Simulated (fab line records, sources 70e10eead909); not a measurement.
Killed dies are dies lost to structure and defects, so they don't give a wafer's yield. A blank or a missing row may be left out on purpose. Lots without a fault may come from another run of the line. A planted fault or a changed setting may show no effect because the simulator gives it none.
A struck lot beside a sound one | flow nand_harc | 14 steps out of a route of 1302
Sound: wafers L906.2, L906.3, L906.6. Struck: wafer L897.4. (L897.1, L897.5 of the same lot were not struck and are left out.) The cause comes at the end.
At each step with rows: each side's tool, then ch and its chambers, then its first start. Under that, the readings that differ: sound wafers | struck wafers | difference of the means | sigmas: that difference in standard deviations of wafers without a fault.
alike: readings whose means differ by less than 2 such deviations, and words and numbers that are the same on both sides. not compared: withheld readings, readings that some wafer has no value for, bounds like >300 that may hide the same value, and numbers for which the record gives no deviation and whose values overlap.
The two part at a step that has a row with sigmas, a row that says differs or no value, or rows on one side only. Numbers that don't overlap but have no deviation are shown without sigmas and don't part them. A reading that every wafer of one side lacks parts them only if that side has two wafers or more.

first, 7 steps without rows for these wafers: NHARC_A_SGD_CUT_COAT_57 (time 65 s); NHARC_A_SGD_CUT_COAT_03 (resist thk 90 nm); NHARC_A_SGD_CUT_SOFTBAKE_04 (time 55 s); NHARC_A_SGD_CUT_EBR_05; NHARC_A_SGD_CUT_EXPOSE_06 (exposes mask SGD); NHARC_A_SGD_CUT_PEB_07 (peb time 65 s); NHARC_A_SGD_CUT_DEVELOP_08 (develop time 35 s).
NHARC_A_SGD_CUT_CD_MEAS_09: target cd 100 nm.
  sound on cd_sem-01 ch 0, day 25 19:55; struck on cd_sem-03 ch 0, day 22 05:39
  alike: cd_nm
NHARC_A_SGD_CUT_OVL_MEAS_10:
  sound on overlay-02, day 25 20:00; struck on overlay-02, day 22 05:44
  alike: overlay_x_nm, overlay_y_nm
NHARC_A_SGD_CUT_INSPECT_11:
  sound on defect_inspect-01, day 25 20:02; struck on defect_inspect-01, day 22 05:47
  reading          | sound    | struck | difference | sigmas
  raw_defect_count | 45 50 44 | 116    | +70        | +3
NHARC_A_SGD_CUT_DESCUM_14: chemistry O2, time 3 s.
  sound on rie_diel-09 ch 1,2,3, day 25 20:07; struck on rie_diel-08 ch 2, day 22 05:50
  alike: drypump_motor_current_A, oes_product_au, rf_vpp_V, showerhead_plenum_p_Torr, throttle_valve_pct
  not compared: rf_hours_counter_h
NHARC_A_SGD_CUT_ETCH_58: etches the open film in CF4, target depth 39 nm, time 65 s.
  sound on rie_diel-09 ch 0,1,3, day 25 20:11; struck on rie_diel-08 ch 2, day 22 05:55
  alike: drypump_motor_current_A, oes_product_au, rf_vpp_V, run_length_s, showerhead_plenum_p_Torr, throttle_valve_pct
  not compared: rf_hours_counter_h
NHARC_A_SGD_CUT_ETCH_59: etches the open film in N2/H2, target depth 260 nm, time 406.25 s.
  sound on rie_diel-09 ch 0,2,3, day 25 20:16; struck on rie_diel-08 ch 3, day 22 06:01
  reading          | sound             | struck | difference | sigmas
  run_length_s (s) | 427.3 427.1 427.1 | 450.6  | +23.4      | +69
  alike: drypump_motor_current_A, oes_product_au, rf_vpp_V, showerhead_plenum_p_Torr, throttle_valve_pct
  not compared: rf_hours_counter_h
NHARC_A_SGD_CUT_ETCH_15: etches the open film in CH3F/O2, target depth 75 nm, time 64.3 s.
  sound on rie_diel-09 ch 0,1; struck on rie_diel-08 ch 3
  alike: drypump_motor_current_A, oes_product_au, rf_vpp_V, run_length_s, showerhead_plenum_p_Torr, throttle_valve_pct
  not compared: rf_hours_counter_h

WHERE THEY PART
First at NHARC_A_SGD_CUT_INSPECT_11; last, within this record, at NHARC_A_SGD_CUT_ETCH_59. Later steps at which nothing parts them and some readings are alike: NHARC_A_SGD_CUT_ETCH_15.

WHY: what the simulator had put in
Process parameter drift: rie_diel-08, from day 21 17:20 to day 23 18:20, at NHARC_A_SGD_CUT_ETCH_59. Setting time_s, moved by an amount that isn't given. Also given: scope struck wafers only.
